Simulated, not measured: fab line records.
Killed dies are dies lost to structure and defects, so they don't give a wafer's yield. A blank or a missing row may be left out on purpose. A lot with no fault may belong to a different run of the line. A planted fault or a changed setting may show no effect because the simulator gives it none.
What tool caused it? || flow n5 finfet || 24 lots, 72 wafers sampled, at 5 steps of a route of 1938

## WHAT EACH GAUGE READ, for each wafer
N5_BEOL_M3_CD_MEAS_35: target cd 18 nm, target cd y 21 nm. Usual: cd nm 18.0 nm, standard deviation 0.3.
{"lot": "L075", "measured": "day 8 07:58", "on": "cd sem-03", "cd nm (nm)": "17.7 18.0 18.2", "flag": ""}
{"lot": "L074", "measured": "day 8 12:49", "on": "cd sem-01", "cd nm (nm)": "18.3 17.9 18.3", "flag": ""}
{"lot": "L076", "measured": "day 8 13:30", "on": "cd sem-02", "cd nm (nm)": "17.8 17.9 17.8", "flag": ""}
{"lot": "L077", "measured": "day 8 21:22", "on": "cd sem-03", "cd nm (nm)": "17.7 17.6 17.9", "flag": ""}
{"lot": "L078", "measured": "day 9 06:52", "on": "cd sem-03", "cd nm (nm)": "17.9 18.0 18.0", "flag": ""}
{"lot": "L079", "measured": "day 9 10:14", "on": "cd sem-02", "cd nm (nm)": "18.4 18.5 18.1", "flag": ""}
{"lot": "L081", "measured": "day 9 17:05", "on": "cd sem-02", "cd nm (nm)": "18.0 18.1 18.3", "flag": ""}
{"lot": "L080", "measured": "day 9 17:05", "on": "cd sem-01", "cd nm (nm)": "18.6 18.3 18.9", "flag": ""}
{"lot": "L082", "measured": "day 9 17:14", "on": "cd sem-01", "cd nm (nm)": "17.7 18.4 17.7", "flag": ""}
{"lot": "L083", "measured": "day 10 09:19", "on": "cd sem-02", "cd nm (nm)": "17.7 18.0 18.2", "flag": ""}
{"lot": "L084", "measured": "day 10 20:37", "on": "cd sem-03", "cd nm (nm)": "17.6 17.7 17.5", "flag": ""}
{"lot": "L085", "measured": "day 11 04:41", "on": "cd sem-02", "cd nm (nm)": "18.2 18.1 17.9", "flag": ""}
{"lot": "L086", "measured": "day 11 07:29", "on": "cd sem-02", "cd nm (nm)": "17.9 17.7 18.0", "flag": ""}
{"lot": "L087", "measured": "day 11 08:12", "on": "cd sem-03", "cd nm (nm)": "18.4 18.0 18.4", "flag": ""}
{"lot": "L088", "measured": "day 12 15:26", "on": "cd sem-01", "cd nm (nm)": "18.1 18.0 17.7", "flag": ""}
{"lot": "L089", "measured": "day 12 23:05", "on": "cd sem-01", "cd nm (nm)": "18.0 18.0 18.0", "flag": ""}
{"lot": "L092", "measured": "day 13 14:41", "on": "cd sem-02", "cd nm (nm)": "17.7 17.6 17.7", "flag": ""}
{"lot": "L090", "measured": "day 13 14:52", "on": "cd sem-01", "cd nm (nm)": "17.8 17.8 17.8", "flag": ""}
{"lot": "L093", "measured": "day 13 19:25", "on": "cd sem-02", "cd nm (nm)": "17.7 18.2 18.2", "flag": ""}
{"lot": "L094", "measured": "day 13 20:19", "on": "cd sem-02", "cd nm (nm)": "18.1 18.3 18.1", "flag": ""}
{"lot": "L091", "measured": "day 13 22:51", "on": "cd sem-03", "cd nm (nm)": "18.1 18.5 18.0", "flag": ""}
{"lot": "L095", "measured": "day 13 23:52", "on": "cd sem-02", "cd nm (nm)": "18.0 18.4 18.1", "flag": ""}
{"lot": "L097", "measured": "day 14 03:56", "on": "cd sem-02", "cd nm (nm)": "17.7 17.8 17.9", "flag": ""}
{"lot": "L096", "measured": "day 14 08:01", "on": "cd sem-02", "cd nm (nm)": "18.1 18.2 17.4", "flag": ""}

N5_BEOL_M4_OVL_MEAS_12. Usual: for M4_OVL the level is -0.2 nm and the standard deviation is 0.64.
{"lot": "L075", "measured": "day 8 12:58", "on": "overlay-01", "M4_OVL (nm)": "0.0 0.1 0.5", "flag": ""}
{"lot": "L074", "measured": "day 8 17:48", "on": "overlay-01", "M4_OVL (nm)": "0.7 0.1 -0.7", "flag": ""}
{"lot": "L076", "measured": "day 8 21:54", "on": "overlay-01", "M4_OVL (nm)": "-0.4 0.6 -0.2", "flag": ""}
{"lot": "L077", "measured": "day 9 04:20", "on": "overlay-01", "M4_OVL (nm)": "-0.7 1.1 0.4", "flag": ""}
{"lot": "L078", "measured": "day 9 14:56", "on": "overlay-01", "M4_OVL (nm)": "-0.6 0.1 0.4", "flag": ""}
{"lot": "L079", "measured": "day 9 17:34", "on": "overlay-02", "M4_OVL (nm)": "-0.9 -0.5 -0.5", "flag": ""}
{"lot": "L081", "measured": "day 9 22:19", "on": "overlay-01", "M4_OVL (nm)": "0.1 0.4 -0.8", "flag": ""}
{"lot": "L080", "measured": "day 9 22:29", "on": "overlay-02", "M4_OVL (nm)": "-0.3 0.5 0.4", "flag": ""}
{"lot": "L082", "measured": "day 10 01:27", "on": "overlay-01", "M4_OVL (nm)": "-2.1 -1.7 -0.1", "flag": ""}
{"lot": "L083", "measured": "day 10 14:38", "on": "overlay-02", "M4_OVL (nm)": "0.3 -1.3 -0.2", "flag": ""}
{"lot": "L084", "measured": "day 11 02:43", "on": "overlay-02", "M4_OVL (nm)": "-0.5 -0.6 -1.5", "flag": ""}
{"lot": "L085", "measured": "day 11 11:16", "on": "overlay-02", "M4_OVL (nm)": "-1.0 -0.5 -0.5", "flag": ""}
{"lot": "L086", "measured": "day 11 11:59", "on": "overlay-02", "M4_OVL (nm)": "-0.4 -0.2 -1.1", "flag": ""}
{"lot": "L087", "measured": "day 11 18:32", "on": "overlay-01", "M4_OVL (nm)": "0.9 0.3 -0.4", "flag": ""}
{"lot": "L088", "measured": "day 12 20:27", "on": "overlay-01", "M4_OVL (nm)": "-0.3 0.3 0.6", "flag": ""}
{"lot": "L089", "measured": "day 13 04:08", "on": "overlay-02", "M4_OVL (nm)": "-0.5 -0.6 -1.1", "flag": ""}
{"lot": "L092", "measured": "day 13 20:11", "on": "overlay-02", "M4_OVL (nm)": "0.5 -0.5 0.1", "flag": ""}
{"lot": "L090", "measured": "day 13 20:24", "on": "overlay-02", "M4_OVL (nm)": "-0.1 -1.3 -1.0", "flag": ""}
{"lot": "L093", "measured": "day 14 00:31", "on": "overlay-01", "M4_OVL (nm)": "0.4 -0.9 0.6", "flag": ""}
{"lot": "L094", "measured": "day 14 03:38", "on": "overlay-02", "M4_OVL (nm)": "-0.8 -0.1 1.0", "flag": ""}
{"lot": "L091", "measured": "day 14 04:32", "on": "overlay-02", "M4_OVL (nm)": "0.2 0.1 -0.2", "flag": ""}
{"lot": "L095", "measured": "day 14 04:48", "on": "overlay-01", "M4_OVL (nm)": "-0.7 -0.1 -0.3", "flag": ""}
{"lot": "L097", "measured": "day 14 10:53", "on": "overlay-01", "M4_OVL (nm)": "-0.6 -0.3 0.4", "flag": ""}
{"lot": "L096", "measured": "day 14 14:33", "on": "overlay-01", "M4_OVL (nm)": "0.6 -1.1 0.5", "flag": ""}

## TOOL THAT RAN EACH LOT (tool first, then ch and the chambers of the sampled wafers, then the start)
{"lot": "L075", "N5_BEOL_M3_SPUTTER_79": "pvd sputter-03, day 8 08:58", "N5_BEOL_M3_ANNEAL_93": "pvd sputter-03, day 8 10:08", "N5_BEOL_M3_ANNEAL_95": "pvd sputter-03, day 8 10:22"}
{"lot": "L074", "N5_BEOL_M3_SPUTTER_79": "pvd sputter-03, day 8 13:49", "N5_BEOL_M3_ANNEAL_93": "pvd sputter-03, day 8 15:00", "N5_BEOL_M3_ANNEAL_95": "pvd sputter-03, day 8 15:13"}
{"lot": "L076", "N5_BEOL_M3_SPUTTER_79": "pvd sputter-03, day 8 15:56", "N5_BEOL_M3_ANNEAL_93": "pvd sputter-03, day 8 17:07", "N5_BEOL_M3_ANNEAL_95": "pvd sputter-03, day 8 17:20"}
{"lot": "L077", "N5_BEOL_M3_SPUTTER_79": "pvd sputter-01, day 8 22:52", "N5_BEOL_M3_ANNEAL_93": "pvd sputter-01, day 9 00:03", "N5_BEOL_M3_ANNEAL_95": "pvd sputter-01, day 9 00:16"}
{"lot": "L078", "N5_BEOL_M3_SPUTTER_79": "pvd sputter-02, day 9 08:19", "N5_BEOL_M3_ANNEAL_93": "pvd sputter-02, day 9 09:29", "N5_BEOL_M3_ANNEAL_95": "pvd sputter-02, day 9 09:43"}
{"lot": "L079", "N5_BEOL_M3_SPUTTER_79": "pvd sputter-03, day 9 13:04", "N5_BEOL_M3_ANNEAL_93": "pvd sputter-03, day 9 14:14", "N5_BEOL_M3_ANNEAL_95": "pvd sputter-03, day 9 14:28"}
{"lot": "L081", "N5_BEOL_M3_SPUTTER_79": "pvd sputter-03, day 9 18:13", "N5_BEOL_M3_ANNEAL_93": "pvd sputter-03, day 9 19:24", "N5_BEOL_M3_ANNEAL_95": "pvd sputter-03, day 9 19:37"}
{"lot": "L080", "N5_BEOL_M3_SPUTTER_79": "pvd sputter-02, day 9 18:16", "N5_BEOL_M3_ANNEAL_93": "pvd sputter-02, day 9 19:26", "N5_BEOL_M3_ANNEAL_95": "pvd sputter-02, day 9 19:40"}
{"lot": "L082", "N5_BEOL_M3_SPUTTER_79": "pvd sputter-03, day 9 20:04", "N5_BEOL_M3_ANNEAL_93": "pvd sputter-03, day 9 21:14", "N5_BEOL_M3_ANNEAL_95": "pvd sputter-03, day 9 21:28"}
{"lot": "L083", "N5_BEOL_M3_SPUTTER_79": "pvd sputter-01, day 10 10:49", "N5_BEOL_M3_ANNEAL_93": "pvd sputter-01, day 10 11:59", "N5_BEOL_M3_ANNEAL_95": "pvd sputter-01, day 10 12:13"}
{"lot": "L084", "N5_BEOL_M3_SPUTTER_79": "pvd sputter-03, day 10 23:13", "N5_BEOL_M3_ANNEAL_93": "pvd sputter-03, day 11 00:24", "N5_BEOL_M3_ANNEAL_95": "pvd sputter-03, day 11 00:37"}
{"lot": "L085", "N5_BEOL_M3_SPUTTER_79": "pvd sputter-03, day 11 06:02", "N5_BEOL_M3_ANNEAL_93": "pvd sputter-03, day 11 07:16", "N5_BEOL_M3_ANNEAL_95": "pvd sputter-03, day 11 07:29"}
{"lot": "L086", "N5_BEOL_M3_SPUTTER_79": "pvd sputter-01, day 11 08:43", "N5_BEOL_M3_ANNEAL_93": "pvd sputter-01, day 11 09:53", "N5_BEOL_M3_ANNEAL_95": "pvd sputter-01, day 11 10:07"}
{"lot": "L087", "N5_BEOL_M3_SPUTTER_79": "pvd sputter-02, day 11 10:37", "N5_BEOL_M3_ANNEAL_93": "pvd sputter-02, day 11 14:52", "N5_BEOL_M3_ANNEAL_95": "pvd sputter-02, day 11 15:05"}
{"lot": "L088", "N5_BEOL_M3_SPUTTER_79": "pvd sputter-02, day 12 16:40", "N5_BEOL_M3_ANNEAL_93": "pvd sputter-02, day 12 17:51", "N5_BEOL_M3_ANNEAL_95": "pvd sputter-02, day 12 18:04"}
{"lot": "L089", "N5_BEOL_M3_SPUTTER_79": "pvd sputter-01, day 13 00:17", "N5_BEOL_M3_ANNEAL_93": "pvd sputter-01, day 13 01:28", "N5_BEOL_M3_ANNEAL_95": "pvd sputter-01, day 13 01:41"}
{"lot": "L092", "N5_BEOL_M3_SPUTTER_79": "pvd sputter-01, day 13 16:00", "N5_BEOL_M3_ANNEAL_93": "pvd sputter-01, day 13 17:11", "N5_BEOL_M3_ANNEAL_95": "pvd sputter-01, day 13 17:24"}
{"lot": "L090", "N5_BEOL_M3_SPUTTER_79": "pvd sputter-02, day 13 16:11", "N5_BEOL_M3_ANNEAL_93": "pvd sputter-02, day 13 17:22", "N5_BEOL_M3_ANNEAL_95": "pvd sputter-02, day 13 17:35"}
{"lot": "L093", "N5_BEOL_M3_SPUTTER_79": "pvd sputter-03, day 13 20:46", "N5_BEOL_M3_ANNEAL_93": "pvd sputter-03, day 13 21:57", "N5_BEOL_M3_ANNEAL_95": "pvd sputter-03, day 13 22:10"}
{"lot": "L094", "N5_BEOL_M3_SPUTTER_79": "pvd sputter-03, day 13 22:37", "N5_BEOL_M3_ANNEAL_93": "pvd sputter-03, day 13 23:47", "N5_BEOL_M3_ANNEAL_95": "pvd sputter-03, day 14 00:01"}
{"lot": "L091", "N5_BEOL_M3_SPUTTER_79": "pvd sputter-01, day 14 00:31", "N5_BEOL_M3_ANNEAL_93": "pvd sputter-01, day 14 01:42", "N5_BEOL_M3_ANNEAL_95": "pvd sputter-01, day 14 01:55"}
{"lot": "L095", "N5_BEOL_M3_SPUTTER_79": "pvd sputter-02, day 14 01:11", "N5_BEOL_M3_ANNEAL_93": "pvd sputter-02, day 14 02:22", "N5_BEOL_M3_ANNEAL_95": "pvd sputter-02, day 14 02:35"}
{"lot": "L097", "N5_BEOL_M3_SPUTTER_79": "pvd sputter-02, day 14 05:30", "N5_BEOL_M3_ANNEAL_93": "pvd sputter-02, day 14 06:41", "N5_BEOL_M3_ANNEAL_95": "pvd sputter-02, day 14 06:54"}
{"lot": "L096", "N5_BEOL_M3_SPUTTER_79": "pvd sputter-01, day 14 10:35", "N5_BEOL_M3_ANNEAL_93": "pvd sputter-01, day 14 11:46", "N5_BEOL_M3_ANNEAL_95": "pvd sputter-01, day 14 11:59"}
- N5_BEOL_M3_SPUTTER_79: material Cu, target thk 4.5 nm, time 8.29 s.
- N5_BEOL_M3_ANNEAL_93: time 240 s.
- N5_BEOL_M3_ANNEAL_95: time 240 s.

## WHAT THE TOOLS THEMSELVES READ (means of the sampled wafers that have a number; where no wafer has one, the mark that the record gives instead)
N5_BEOL_M3_SPUTTER_79. Usual: throttle valve pct 30.4 %, standard deviation 1.4.
{"lot": "L075", "tool": "pvd sputter-03", "throttle valve pct (%)": 31.4, "flag": ""}
{"lot": "L074", "tool": "pvd sputter-03", "throttle valve pct (%)": 30.2, "flag": ""}
{"lot": "L076", "tool": "pvd sputter-03", "throttle valve pct (%)": 30.5, "flag": ""}
{"lot": "L077", "tool": "pvd sputter-01", "throttle valve pct (%)": 30.7, "flag": ""}
{"lot": "L078", "tool": "pvd sputter-02", "throttle valve pct (%)": 29.4, "flag": ""}
{"lot": "L079", "tool": "pvd sputter-03", "throttle valve pct (%)": 31.4, "flag": ""}
{"lot": "L081", "tool": "pvd sputter-03", "throttle valve pct (%)": 30.7, "flag": ""}
{"lot": "L080", "tool": "pvd sputter-02", "throttle valve pct (%)": 30.3, "flag": ""}
{"lot": "L082", "tool": "pvd sputter-03", "throttle valve pct (%)": 30.1, "flag": ""}
{"lot": "L083", "tool": "pvd sputter-01", "throttle valve pct (%)": 30.3, "flag": ""}
{"lot": "L084", "tool": "pvd sputter-03", "throttle valve pct (%)": 30.9, "flag": ""}
{"lot": "L085", "tool": "pvd sputter-03", "throttle valve pct (%)": 30.8, "flag": ""}
{"lot": "L086", "tool": "pvd sputter-01", "throttle valve pct (%)": 29.2, "flag": ""}
{"lot": "L087", "tool": "pvd sputter-02", "throttle valve pct (%)": 31.5, "flag": ""}
{"lot": "L088", "tool": "pvd sputter-02", "throttle valve pct (%)": 30.6, "flag": ""}
{"lot": "L089", "tool": "pvd sputter-01", "throttle valve pct (%)": 29.2, "flag": ""}
{"lot": "L092", "tool": "pvd sputter-01", "throttle valve pct (%)": 28.8, "flag": ""}
{"lot": "L090", "tool": "pvd sputter-02", "throttle valve pct (%)": 30.2, "flag": ""}
{"lot": "L093", "tool": "pvd sputter-03", "throttle valve pct (%)": 30.7, "flag": ""}
{"lot": "L094", "tool": "pvd sputter-03", "throttle valve pct (%)": 30.9, "flag": ""}
{"lot": "L091", "tool": "pvd sputter-01", "throttle valve pct (%)": 29.2, "flag": ""}
{"lot": "L095", "tool": "pvd sputter-02", "throttle valve pct (%)": 30.4, "flag": ""}
{"lot": "L097", "tool": "pvd sputter-02", "throttle valve pct (%)": 30.3, "flag": ""}
{"lot": "L096", "tool": "pvd sputter-01", "throttle valve pct (%)": 29.2, "flag": ""}

N5_BEOL_M3_ANNEAL_93. Usual: heater power w 783 W, standard deviation 110.
{"lot": "L075", "tool": "pvd sputter-03", "heater power w (W)": 913, "flag": ""}
{"lot": "L074", "tool": "pvd sputter-03", "heater power w (W)": 736, "flag": ""}
{"lot": "L076", "tool": "pvd sputter-03", "heater power w (W)": 824, "flag": ""}
{"lot": "L077", "tool": "pvd sputter-01", "heater power w (W)": 790, "flag": ""}
{"lot": "L078", "tool": "pvd sputter-02", "heater power w (W)": 853, "flag": ""}
{"lot": "L079", "tool": "pvd sputter-03", "heater power w (W)": 749, "flag": ""}
{"lot": "L081", "tool": "pvd sputter-03", "heater power w (W)": 831, "flag": ""}
{"lot": "L080", "tool": "pvd sputter-02", "heater power w (W)": 756, "flag": ""}
{"lot": "L082", "tool": "pvd sputter-03", "heater power w (W)": 690, "flag": ""}
{"lot": "L083", "tool": "pvd sputter-01", "heater power w (W)": 790, "flag": ""}
{"lot": "L084", "tool": "pvd sputter-03", "heater power w (W)": 781, "flag": ""}
{"lot": "L085", "tool": "pvd sputter-03", "heater power w (W)": 786, "flag": ""}
{"lot": "L086", "tool": "pvd sputter-01", "heater power w (W)": 741, "flag": ""}
{"lot": "L087", "tool": "pvd sputter-02", "heater power w (W)": 736, "flag": ""}
{"lot": "L088", "tool": "pvd sputter-02", "heater power w (W)": 751, "flag": ""}
{"lot": "L089", "tool": "pvd sputter-01", "heater power w (W)": 749, "flag": ""}
{"lot": "L092", "tool": "pvd sputter-01", "heater power w (W)": 764, "flag": ""}
{"lot": "L090", "tool": "pvd sputter-02", "heater power w (W)": 798, "flag": ""}
{"lot": "L093", "tool": "pvd sputter-03", "heater power w (W)": 826, "flag": ""}
{"lot": "L094", "tool": "pvd sputter-03", "heater power w (W)": 787, "flag": ""}
{"lot": "L091", "tool": "pvd sputter-01", "heater power w (W)": 757, "flag": ""}
{"lot": "L095", "tool": "pvd sputter-02", "heater power w (W)": 792, "flag": ""}
{"lot": "L097", "tool": "pvd sputter-02", "heater power w (W)": 757, "flag": ""}
{"lot": "L096", "tool": "pvd sputter-01", "heater power w (W)": 749, "flag": ""}

N5_BEOL_M3_ANNEAL_95. Usual: heater power w 783 W, standard deviation 110.
{"lot": "L075", "tool": "pvd sputter-03", "heater power w (W)": 910, "flag": ""}
{"lot": "L074", "tool": "pvd sputter-03", "heater power w (W)": 720, "flag": ""}
{"lot": "L076", "tool": "pvd sputter-03", "heater power w (W)": 837, "flag": ""}
{"lot": "L077", "tool": "pvd sputter-01", "heater power w (W)": 786, "flag": ""}
{"lot": "L078", "tool": "pvd sputter-02", "heater power w (W)": 849, "flag": ""}
{"lot": "L079", "tool": "pvd sputter-03", "heater power w (W)": 758, "flag": ""}
{"lot": "L081", "tool": "pvd sputter-03", "heater power w (W)": 836, "flag": ""}
{"lot": "L080", "tool": "pvd sputter-02", "heater power w (W)": 761, "flag": ""}
{"lot": "L082", "tool": "pvd sputter-03", "heater power w (W)": 698, "flag": ""}
{"lot": "L083", "tool": "pvd sputter-01", "heater power w (W)": 803, "flag": ""}
{"lot": "L084", "tool": "pvd sputter-03", "heater power w (W)": 783, "flag": ""}
{"lot": "L085", "tool": "pvd sputter-03", "heater power w (W)": 782, "flag": ""}
{"lot": "L086", "tool": "pvd sputter-01", "heater power w (W)": 738, "flag": ""}
{"lot": "L087", "tool": "pvd sputter-02", "heater power w (W)": 743, "flag": ""}
{"lot": "L088", "tool": "pvd sputter-02", "heater power w (W)": 755, "flag": ""}
{"lot": "L089", "tool": "pvd sputter-01", "heater power w (W)": 739, "flag": ""}
{"lot": "L092", "tool": "pvd sputter-01", "heater power w (W)": 748, "flag": ""}
{"lot": "L090", "tool": "pvd sputter-02", "heater power w (W)": 790, "flag": ""}
{"lot": "L093", "tool": "pvd sputter-03", "heater power w (W)": 847, "flag": ""}
{"lot": "L094", "tool": "pvd sputter-03", "heater power w (W)": 777, "flag": ""}
{"lot": "L091", "tool": "pvd sputter-01", "heater power w (W)": 753, "flag": ""}
{"lot": "L095", "tool": "pvd sputter-02", "heater power w (W)": 795, "flag": ""}
{"lot": "L097", "tool": "pvd sputter-02", "heater power w (W)": 753, "flag": ""}
{"lot": "L096", "tool": "pvd sputter-01", "heater power w (W)": 745, "flag": ""}

## THE ANSWER, worked out from the rows above alone
Rule: a lot is off if the mean of its wafers that have a number lies more than 3 standard deviations from the usual mean. A lot without any number at a reading at which 4 lots or more have one is off too. Where the step has rows for the other lots, those lots are counted as sound. First the gauges in route order, then the tools' own readings, where a lot's mean is used as printed above. The first step at which some lot is off is used, and at that step the reading that is off furthest; a lot without a number counts as furthest.
No lot is off at any reading shown: from this, nothing can be told.

## WHAT WAS PUT IN BY THE SIMULATOR
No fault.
